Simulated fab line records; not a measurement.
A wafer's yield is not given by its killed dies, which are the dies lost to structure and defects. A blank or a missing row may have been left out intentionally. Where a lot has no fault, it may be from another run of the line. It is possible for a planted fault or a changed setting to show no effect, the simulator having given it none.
fab line records | flow n5_finfet
record: lots: 6 wafers: 16 last_day: 17
route steps=1938 shown BEOL_M1@756 BEOL_M4@1111 PASSIVATION@1936
lots untouched by any fault: they come from a run of this same line in which no faults occurred
start_h: hours from the record's first day to the start of the lot's first wafer shown | wait_h: hours elapsed since this lot's preceding step | " identical to the entry in the row above | L1.1+2: a row that stands for several wafers | - no value, or no start was given | * or withheld: withheld | < > ~ a bound
route shown NAME@n: NAME is a module with steps in the file, n the number in the route of the first one | usual: the fault-free wafers' mean and standard deviation | same: alike in all rows | chamber/n: place in a boat | sites: readings site by site | _std_site: their standard deviation | _edge_site: mean of outer sites minus mean of inner sites | radius_mm: how far each site lies from the wafer's centre | mask NAME#n: copy n | behind: tool/chamber where the wafer was last shaped | hold: why the lot went on hold/how many hours it stayed there/how the hold came to an end | device: the n, p or np transistor that did not switch | end of line: tests of these same wafers at the route's end | a step with no rows: only its recipe | killed: not the wafer's yield, but the dies lost to structure and defects at the first sort | map: shows each die of a wafer: x if killed, . if not, _ if none is there
set.NAME: the setting the step ran with; set.NAME@STEP: the setting that earlier step ran with | model.NAME: the simulator's own value behind a step, which no gauge read
lots at some steps of the route; a table a step, a row a wafer
services: from which hour (start_h, from the record's first day; less than 0 if before it) a tool's chamber was out of use, for how many hours, and why
== steps ==
step: N5_BEOL_M1_COAT_62
recipe: resist: SiARC temp_c: 220 time_s: 60 spin_rpm: 1500 resist_thk_nm: 12
step: N5_BEOL_M1_COAT_73
recipe: resist: underlayer temp_c: 205 time_s: 60 spin_rpm: 1500 resist_thk_nm: 5
step: N5_BEOL_M1_COAT_05
recipe: resist: CAR-EUV spin_rpm: 1500 resist_thk_nm: 30
step: N5_BEOL_M1_EBR_07
recipe: solvent: PGMEA ebr_width_mm: 1.5
step: N5_BEOL_M1_SOFTBAKE_06
recipe: temp_c: 110 time_s: 60 resist: CAR-EUV
step: N5_BEOL_M1_EXPOSE_08
recipe: mask_id: M1 na: 0.33 source_shape: dipole sigma_inner: 0.369 sigma_outer: 0.767 polarization: unpolarized dose_mj: 33
step: N5_BEOL_M1_PEB_09
recipe: peb_temp_c: 100 peb_time_s: 60 resist: CAR-EUV
step: N5_BEOL_M1_DEVELOP_10
recipe: develop_time_s: 30 developer: TMAH resist: CAR-EUV rinse_liquid: surfactant_rinse dry: air_spin dev_temp_c: 23
step: N5_BEOL_M1_CD_MEAS_11
recipe: target_cd_nm: 17.05 landing_energy_ev: 500 detector: se_inlens polarity: opening
usual: cd_nm: 17.02/0.29
same: landing_energy_ev: 500
columns lot.wafer tool chamber start_h wait_h cd_nm
L479.1 cd_sem-02 0 155.68 - 16.77
L479.5 " 0 " " 17.00
L479.6 " 0 " " 16.85
L489.2 cd_sem-03 0 216.48 - 17.16
L489.4 " 0 " " 17.07
L490.1 cd_sem-02 0 225.33 - 17.22
L490.4 " 0 " " 17.01
L492.4 cd_sem-02 0 232.48 - 17.12
L492.5 " 0 " " 16.73
L492.6 " 0 " " 16.91
L493.1 cd_sem-02 0 242.06 - 17.01
L493.3 " 0 " " 17.41
L493.6 " 0 " " 16.79
L495.1 cd_sem-01 0 252.50 - 16.67
L495.4 " 0 " " 17.39
L495.5 " 0 " " 17.00
step: N5_BEOL_M1_OVL_MEAS_12
recipe: points_per_wafer: 522
usual: M1_OVL: -0.1/0.61
columns lot.wafer tool chamber start_h wait_h M1_OVL[nm]
L479.1 overlay-02 0 155.71 0.0 -0.4
L479.5 " 0 " " 0.4
L479.6 " 0 " " -0.3
L489.2 overlay-02 0 216.52 0.0 -0.9
L489.4 " 0 " " -1.3
L490.1 overlay-01 0 225.36 0.0 -0.2
L490.4 " 0 " " -0.2
L492.4 overlay-02 0 232.52 0.0 0.7
L492.5 " 0 " " 0.0
L492.6 " 0 " " 0.2
L493.1 overlay-01 0 242.09 0.0 0.6
L493.3 " 0 " " 0.4
L493.6 " 0 " " 0.0
L495.1 overlay-01 0 252.53 0.0 -0.9
L495.4 " 0 " " -1.2
L495.5 " 0 " " -1.0
step: N5_BEOL_M1_INSPECT_13
recipe: mode: adi inspect_instrument: brightfield
usual: raw_defect_count: 392/100
columns lot.wafer tool chamber start_h wait_h raw_defect_count
L479.1 defect_inspect-01 - 155.77 0.1 240
L479.5 " - " " 300
L479.6 " - " " 337
L489.2 defect_inspect-01 - 216.58 0.1 348
L489.4 " - " " 360
L490.1 defect_inspect-01 - 225.42 0.1 364
L490.4 " - " " 590
L492.4 defect_inspect-01 - 232.57 0.0 370
L492.5 " - " " 300
L492.6 " - " " 379
L493.1 defect_inspect-01 - 242.15 0.1 325
L493.3 " - " " 429
L493.6 " - " " 540
L495.1 defect_inspect-01 - 252.58 0.1 229
L495.4 " - " " 340
L495.5 " - " " 320
step: N5_BEOL_M1_DESCUM_16
recipe: chemistry: O2 time_s: 7 source_power_w: 50 bias_power_w: 20 pressure_mtorr: 20 rf_frequency_hz: 2.712e+07 temp_c: 40 resist: CAR-EUV o2_flow_sccm: 225
usual: drypump_motor_current_A: 5.8/0.44 oes_product_au: 0.78/0.084 rf_vpp_V: 243.0/1.5 showerhead_plenum_p_Torr: 2.09/0.091 throttle_valve_pct: 20.4/0.35
columns lot.wafer tool chamber start_h wait_h drypump_motor_current_A oes_product_au rf_hours_counter_h rf_vpp_V showerhead_plenum_p_Torr throttle_valve_pct
L479.1 rie_diel-01 3 157.32 1.5 6.0 0.67 225 242.9 1.99 20.4
L479.5 " 2 " " 5.5 0.74 - 241.1 1.96 20.2
L479.6 " 3 " " 6.0 0.67 - 240.8 1.99 20.4
L489.2 rie_diel-01 2 216.74 0.2 5.4 0.72 223 241.6 1.95 20.2
L489.4 " 1 " " 5.5 0.72 - 243.8 2.19 20.9
L490.1 rie_diel-01 2 225.53 0.1 5.4 0.71 226 240.2 1.95 20.2
L490.4 " 1 " " 5.5 0.71 - 243.6 2.19 20.9
L492.4 rie_diel-06 2 232.63 0.1 6.1 0.71 203 241.7 2.01 21.0
L492.5 " 2 " " 6.1 0.69 - 241.3 2.01 21.0
L492.6 " 1 " " 6.5 0.87 - 243.9 2.06 20.4
L493.1 rie_diel-02 1 242.18 0.0 5.8 0.85 48 243.6 2.23 20.0
L493.3 " 2 " " 5.1 0.80 97 244.2 2.10 20.5
L493.6 " 2 " " 5.1 0.80 - 244.2 2.10 20.5
L495.1 rie_diel-06 3 252.62 0.0 5.8 0.87 54 243.8 2.06 20.5
L495.4 " 1 " " 6.5 0.87 56 243.1 2.06 20.4
L495.5 " 2 " " 6.1 0.70 - 241.6 2.01 21.0
step: N5_BEOL_M1_ETCH_74
recipe: chemistry: N2/H2 target: underlayer target_depth_a: 65 mask_material: CAR-EUV time_s: 5.2 ion_energy_ev: 200 pressure_mtorr: 30 source_w: 840 bias_w: 150 n2_flow_sccm: 200 h2_flow_sccm: 200 ends: cleared
usual: drypump_motor_current_A: 5.8/0.42 etch_rf_on_time_s: 5.35/0.16 oes_product_au: 0.66/0.075 rf_vpp_V: 523.5/3 showerhead_plenum_p_Torr: 2.53/0.1 throttle_valve_pct: 17.8/0.31
columns lot.wafer tool chamber start_h wait_h drypump_motor_current_A etch_rf_on_time_s oes_product_au rf_hours_counter_h rf_vpp_V showerhead_plenum_p_Torr throttle_valve_pct
L479.1 rie_diel-01 3 157.35 0.0 6.0 5.62 0.57 225 520.4 2.42 17.9
L479.5 " 2 " " 5.4 5.22 0.61 - 521.0 2.41 17.8
L479.6 " 3 " " 6.1 5.67 0.55 - 519.1 2.42 17.9
L489.2 rie_diel-01 2 216.77 0.0 5.4 6.04 0.57 223 519.9 2.40 17.8
L489.4 " 1 " " 5.5 6.13 0.56 - 524.1 2.63 18.1
L490.1 rie_diel-01 2 225.56 0.0 5.4 5.18 0.61 226 519.5 2.40 17.9
L490.4 " 1 " " 5.5 6.08 0.57 - 526.6 2.62 18.1
L492.4 rie_diel-06 2 232.67 0.0 6.1 5.33 0.59 203 518.7 2.44 18.5
L492.5 " 2 " " 6.2 5.38 0.58 - 520.9 2.44 18.5
L492.6 " 1 " " 6.5 5.39 0.74 - 522.0 2.49 17.7
L493.1 rie_diel-02 1 242.22 0.0 5.8 5.28 0.73 48 526.9 2.70 17.5
L493.3 " 2 " " 5.1 5.47 0.66 97 524.0 2.54 17.7
L493.6 " 2 " " 5.1 5.47 0.65 - 523.5 2.54 17.7
L495.1 rie_diel-06 3 252.65 0.0 5.7 5.44 0.72 54 522.5 2.47 17.7
L495.4 " 1 " " 6.5 5.28 0.73 56 522.7 2.49 17.7
L495.5 " 2 " " 6.2 5.33 0.59 - 518.9 2.43 18.5
step: N5_BEOL_M1_ETCH_63
recipe: chemistry: CF4 target: SiARC target_depth_a: 156 mask_material: CAR-EUV time_s: 26 ion_energy_ev: 80 pressure_mtorr: 40 source_w: 545 bias_w: 36 Ar_flow_sccm: 100 cf4_flow_sccm: 100 ends: cleared
usual: drypump_motor_current_A: 5.8/0.43 etch_rf_on_time_s: 26.8/0.73 oes_product_au: 0.66/0.073 rf_vpp_V: 183.9/1.3 showerhead_plenum_p_Torr: 2.13/0.076 throttle_valve_pct: 15.56/0.29
columns lot.wafer tool chamber start_h wait_h drypump_motor_current_A etch_rf_on_time_s oes_product_au rf_hours_counter_h rf_vpp_V showerhead_plenum_p_Torr throttle_valve_pct
L479.1 rie_diel-01 3 157.37 0.0 6.0 27.8 0.56 225 181.1 2.03 15.64
L479.5 " 2 " " 5.5 26.0 0.62 - 181.1 2.05 15.63
L479.6 " 3 " " 6.0 27.7 0.57 - 182.5 2.03 15.65
L489.2 rie_diel-01 2 216.79 0.0 5.4 25.9 0.61 223 181.3 2.04 15.66
L489.4 " 1 " " 5.5 26.1 0.62 - 184.8 2.21 15.80
L490.1 rie_diel-01 2 225.58 0.0 5.4 26.3 0.61 226 183.6 2.04 15.67
L490.4 " 1 " " 5.5 26.3 0.61 - 184.4 2.20 15.81
L492.4 rie_diel-06 2 232.68 0.0 6.1 26.8 0.59 203 182.8 2.03 16.05
L492.5 " 2 " " 6.1 26.8 0.59 - 182.6 2.03 16.05
L492.6 " 1 " " 6.4 26.5 0.74 - 183.7 2.09 15.31
L493.1 rie_diel-02 1 242.23 0.0 5.8 26.6 0.73 48 186.3 2.25 15.16
L493.3 " 2 " " 5.0 26.9 0.66 97 183.9 2.16 15.61
L493.6 " 2 " " 5.0 27.0 0.66 - 184.0 2.16 15.63
L495.1 rie_diel-06 3 252.67 0.0 5.7 27.7 0.72 54 182.9 2.10 15.48
L495.4 " 1 " " 6.4 26.4 0.74 56 184.0 2.09 15.33
L495.5 " 2 " " 6.1 26.8 0.59 - 182.3 2.03 16.06
step: N5_BEOL_M4_RC_MEAS_101
usual: DIBL_N: 35.0/2.4 DIBL_P: 35.4/2.8 IOFF_N: 0.14/0.045 IOFF_P: 0.20/0.048 ION_N: 667/19 ION_P: 460/11 SS_N: 71.2/0.71 SS_P: 73.1/0.86 VT_N: 252/4.6 VT_P: -251/3.4
columns lot.wafer tool chamber start_h wait_h DIBL_N[mV/V] DIBL_P[mV/V] IOFF_N[nA/um] IOFF_P[nA/um] ION_N[uA/um] ION_P[uA/um] SS_N[mV/dec] SS_P[mV/dec] VT_N[mV] VT_P[mV]
L479.1 prober-02 0 208.13 0.0 34.7 32.9 0.13 0.17 643 446 71.5 72.7 252 -252
L479.5 " 0 " " 36.0 34.7 0.15 0.20 658 458 71.7 73.4 248 -250
L479.6 " 0 " " 34.6 34.1 0.14 0.19 668 462 71.1 72.3 250 -249
L489.2 prober-02 0 256.76 0.2 37.0 36.9 0.17 0.25 680 467 71.5 73.6 249 -248
L489.4 " 0 " " 29.6 28.2 0.07 0.13 629 446 69.8 70.5 260 -255
L490.1 prober-01 0 276.08 0.0 32.2 33.7 0.11 0.16 655 454 70.8 72.1 254 -256
L490.4 " 0 " " 34.4 36.0 0.14 0.20 644 442 71.6 73.3 255 -254
L492.4 prober-02 0 277.36 0.7 36.1 35.2 0.14 0.20 691 477 71.3 73.9 252 -252
L492.5 " 0 " " 33.7 31.2 0.11 0.14 681 466 70.3 72.2 254 -256
L492.6 " 0 " " 39.1 37.8 0.21 0.24 666 456 72.0 74.4 246 -250
L493.1 prober-01 0 282.17 0.0 31.6 32.4 0.09 0.17 640 443 70.0 72.8 258 -252
L493.3 " 0 " " 36.1 37.6 0.15 0.22 690 472 71.2 73.7 252 -250
L493.6 " 0 " " 32.0 30.9 0.08 0.14 655 453 70.7 72.6 259 -257
L495.1 prober-02 0 302.25 0.0 30.8 33.0 0.10 0.14 656 461 70.8 72.5 255 -255
L495.4 " 0 " " 34.7 37.7 0.15 0.20 674 461 71.4 73.3 248 -251
L495.5 " 0 " " 31.4 33.8 0.11 0.16 672 471 70.4 73.0 253 -255
step: N5_PASSIVATION_PROBE_49
usual: defect_limited_yield: 91.7/1.4 killed_at_M0_to_M3: 32/9.7 killed_at_M4_up: 14/5.5 killed_at_contacts: 13/6.1 killed_at_front_end: 35/10 killed_at_other: 4.2/2.9 killed_dies: 98/17 killed_open: 63/12 killed_short: 32/7.7 sort_bin_5_function: 4.8/0.9 sort_bin_6_memory: 3.1/0.63 sort_bin_8_speed: 1/3.3 sort_n_pass: 1073/41 sort_yield_pct: 91/3.5
same: gross_dies: 1180 killed_at_back_side: 0 sort_bin_4_leakage[%]: 0
columns lot.wafer tool chamber start_h wait_h defect_limited_yield[%] killed_at_M0_to_M3 killed_at_M4_up killed_at_contacts killed_at_front_end killed_at_other killed_dies killed_open killed_short sort_bin_5_function[%] sort_bin_6_memory[%] sort_bin_8_speed[%] sort_n_pass sort_yield_pct[%]
L479.1 prober-02 - 304.66 0.0 90.8 38 26 7 32 5 108 73 34 4.7 4.0 0 1072 91
L479.5 prober-02 - 304.86 0.2 90.7 33 20 12 43 2 110 74 34 5.6 3.1 0 1070 91
L479.6 prober-02 - 304.91 0.3 90.6 34 18 5 51 3 111 74 37 5.3 3.9 0 1069 91
L489.2 prober-02 - 372.03 0.1 93.9 15 17 10 29 1 72 44 25 3.6 2.4 0 1108 94
L489.4 prober-02 - 372.13 0.2 92.5 28 12 13 35 1 89 60 27 4.3 2.9 27 774 66
L492.4 prober-02 - 383.18 0.2 95.2 21 10 7 18 1 57 38 16 3.1 1.4 0 1123 95
L492.5 prober-02 - 383.23 0.2 91.7 29 11 4 49 5 98 55 42 5.2 2.6 0 1082 92
L492.6 prober-02 - 383.28 0.3 91.9 23 11 24 35 3 96 60 36 4.8 3.1 0 1084 92
L490.1 prober-01 - 383.19 0.0 89.2 29 18 15 56 9 127 93 33 6.3 4.3 0 1053 89
L490.4 prober-01 - 383.34 0.2 91.6 23 15 19 32 10 99 73 25 5.3 2.8 0 1079 91
L493.1 prober-01 - 389.24 0.0 92.5 35 9 4 39 1 88 52 36 4.2 2.7 5 1038 88
L493.3 prober-01 - 389.34 0.1 92.1 31 10 21 30 1 93 56 30 4.9 2.5 0 1087 92
L493.6 prober-01 - 389.49 0.3 92.8 22 22 10 23 8 85 59 26 4.4 2.8 0 1094 93
L495.1 prober-01 - 414.77 0.0 90.9 32 20 21 31 3 107 70 32 5.2 3.6 0 1073 91
L495.4 prober-01 - 414.92 0.2 90.8 33 14 13 43 5 108 71 33 5.3 3.7 0 1072 91
L495.5 prober-01 - 414.97 0.2 88.4 53 12 27 41 4 137 85 46 6.5 4.7 0 1043 88
killed by level:class
L479.1 BEOL_M4:geometric_particle:open=12 BEOL_M2:geometric_particle:open=11 FIN_SAQP:geometric_particle:open=10 BEOL_M1:geometric_particle:open=10 FIN_SAQP:geometric_particle:short=7 BEOL_M0_SAQP:geometric_particle:open=6 MOL_CONTACT_COAG:geometric_particle:open=5 BEOL_M4:geometric_particle:short=5
L479.5 FIN_SAQP:geometric_particle:open=14 BEOL_M4:geometric_particle:open=12 FIN_SAQP:geometric_particle:short=11 MOL_CONTACT_COAG:geometric_particle:open=9 BEOL_M0_SAQP:geometric_particle:short=8 BEOL_M1:geometric_particle:open=8 BEOL_M0_SAQP:geometric_particle:open=5 BEOL_M2:geometric_particle:open=5
L479.6 FIN_SAQP:geometric_particle:open=13 FIN_SAQP:geometric_particle:short=12 BEOL_M1:geometric_particle:open=11 BEOL_M4:geometric_particle:open=9 STI_FIN_REVEAL:geometric_particle:open=8 BEOL_M0_SAQP:geometric_particle:open=8 BEOL_M0_SAQP:geometric_particle:short=6 BEOL_M2:geometric_particle:open=6
L489.2 BEOL_M4:geometric_particle:open=12 MOL_CONTACT_COAG:geometric_particle:open=7 FIN_SAQP:geometric_particle:short=6 FIN_SAQP:geometric_particle:open=5 GATE_CUT:geometric_particle:short=5 BEOL_M0_SAQP:geometric_particle:short=4 BEOL_M3:geometric_particle:open=4 GATE_CUT:geometric_particle:open=3
L489.4 MOL_CONTACT_COAG:geometric_particle:open=12 BEOL_M3:geometric_particle:open=8 BEOL_M0_SAQP:geometric_particle:open=6 BEOL_M0_SAQP:geometric_particle:short=6 FIN_SAQP:geometric_particle:short=5 GATE_CUT:geometric_particle:short=5 GATE_CUT:geometric_particle:open=5 BEOL_M2:geometric_particle:open=5
L492.4 BEOL_M0_SAQP:geometric_particle:open=6 FIN_SAQP:geometric_particle:open=5 MOL_CONTACT_COAG:geometric_particle:open=5 BEOL_M0_SAQP:geometric_particle:short=4 BEOL_M3:geometric_particle:open=4 BEOL_M4:geometric_particle:open=4 FIN_SAQP:geometric_particle:short=3 BEOL_M0:geometric_particle:open=3
L490.1 STI_FIN_REVEAL:geometric_particle:open=23 MOL_CONTACT_COAG:geometric_particle:open=14 BEOL_M0_SAQP:geometric_particle:open=8 GATE_CUT:geometric_particle:short=7 BEOL_M2:geometric_particle:open=7 BEOL_M3:geometric_particle:open=7 BEOL_M5:geometric_particle:open=7 FIN_SAQP:geometric_particle:open=5
L492.5 BEOL_M0_SAQP:geometric_particle:short=11 BEOL_M0_SAQP:geometric_particle:open=10 FIN_SAQP:geometric_particle:short=9 FIN_SAQP:geometric_particle:open=8 STI_FIN_REVEAL:geometric_particle:open=8 STARTING-WAFER:geometric_particle:short=5 DUMMY_GATE:geometric_particle:open=4 STI_FIN_REVEAL:geometric_particle:short=4
L492.6 MOL_CONTACT_COAG:geometric_particle:open=17 BEOL_M0_SAQP:geometric_particle:short=10 FIN_SAQP:geometric_particle:open=8 FIN_SAQP:geometric_particle:short=7 MOL_CONTACT_COAG:geometric_particle:short=7 BEOL_M0_SAQP:geometric_particle:open=5 BEOL_M4:geometric_particle:open=5 STI_FIN_REVEAL:geometric_particle:open=4
L490.4 MOL_CONTACT_COAG:geometric_particle:open=14 DUMMY_GATE:geometric_particle:open=10 STI_FIN_REVEAL:geometric_particle:open=7 BEOL_M1:geometric_particle:open=6 BEOL_M0_SAQP:geometric_particle:open=6 BEOL_M4:geometric_particle:open=6 MOL_CONTACT_COAG:geometric_particle:short=5 BEOL_M0_SAQP:geometric_particle:short=4
L493.1 STI_FIN_REVEAL:geometric_particle:open=10 BEOL_M0_SAQP:geometric_particle:short=9 BEOL_M0_SAQP:geometric_particle:open=9 GATE_CUT:geometric_particle:short=8 FIN_SAQP:geometric_particle:short=6 BEOL_M1:geometric_particle:open=5 STARTING-WAFER:geometric_particle:open=5 BEOL_M2:geometric_particle:open=4
L493.3 MOL_CONTACT_COAG:geometric_particle:open=19 BEOL_M0_SAQP:geometric_particle:short=9 GATE_CUT:geometric_particle:short=8 BEOL_M0_SAQP:geometric_particle:open=7 BEOL_M2:geometric_particle:open=7 FIN_CUT:area_etch=6 BEOL_M4:geometric_particle:open=5 BEOL_M3:geometric_particle:open=3
L493.6 BEOL_M4:geometric_particle:open=13 MOL_CONTACT_COAG:geometric_particle:open=8 BEOL_M0_SAQP:geometric_particle:short=5 BEOL_M0_SAQP:geometric_particle:open=4 BEOL_M1:geometric_particle:open=4 FIN_SAQP:geometric_particle:open=3 FIN_CUT:geometric_particle:open=3 STI_FIN_REVEAL:geometric_particle:open=3
L495.1 MOL_CONTACT_COAG:geometric_particle:open=18 BEOL_M3:geometric_particle:open=10 BEOL_M0_SAQP:geometric_particle:short=7 BEOL_M4:geometric_particle:open=5 STI_FIN_REVEAL:geometric_particle:open=4 ILD0:geometric_particle:open=4 BEOL_M2:geometric_particle:open=4 BEOL_M5:geometric_particle:open=4
L495.4 MOL_CONTACT_COAG:geometric_particle:open=12 FIN_SAQP:geometric_particle:open=10 FIN_SAQP:geometric_particle:short=7 DUMMY_GATE:geometric_particle:open=6 BEOL_M1:geometric_particle:short=6 BEOL_M2:geometric_particle:open=6 STI_FIN_REVEAL:geometric_particle:open=5 GATE_CUT:geometric_particle:open=5
L495.5 MOL_CONTACT_COAG:geometric_particle:open=20 BEOL_M0_SAQP:geometric_particle:open=12 GATE_CUT:geometric_particle:short=11 BEOL_M0_SAQP:geometric_particle:short=11 BEOL_M3:geometric_particle:open=11 MOL_CONTACT_COAG:geometric_particle:short=7 BEOL_M1:geometric_particle:open=6 BEOL_M2:geometric_particle:open=6
== services ==
columns tool chamber start_h hours kind
rie_diel-02 3 134.23 1.3 repair
rie_diel-02 - 147.33 14.6 pm
rie_diel-02 1 176.33 5.3 repair
rie_diel-01 3 198.80 7.3 repair
rie_diel-01 3 211.77 18.5 repair
== key ==
first_sign: step: N5_BEOL_M1_ETCH_74 reading: etch_rf_on_time_s direction: up sigmas: 4.7 usual: * struck: *
effect none on later readings
met_at N5_BEOL_M1_ETCH_74
struck_wafers L489.2,L489.4,L490.4
onset_between 157.35 216.77
fault: kind: process_parameter_drift tool: rie_diel-01 chamber: - onset_h: 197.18 steps: N5_BEOL_M1_ETCH_74 channel: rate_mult offset: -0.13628 shape: step end_h: 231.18 scope: struck_wafers_only
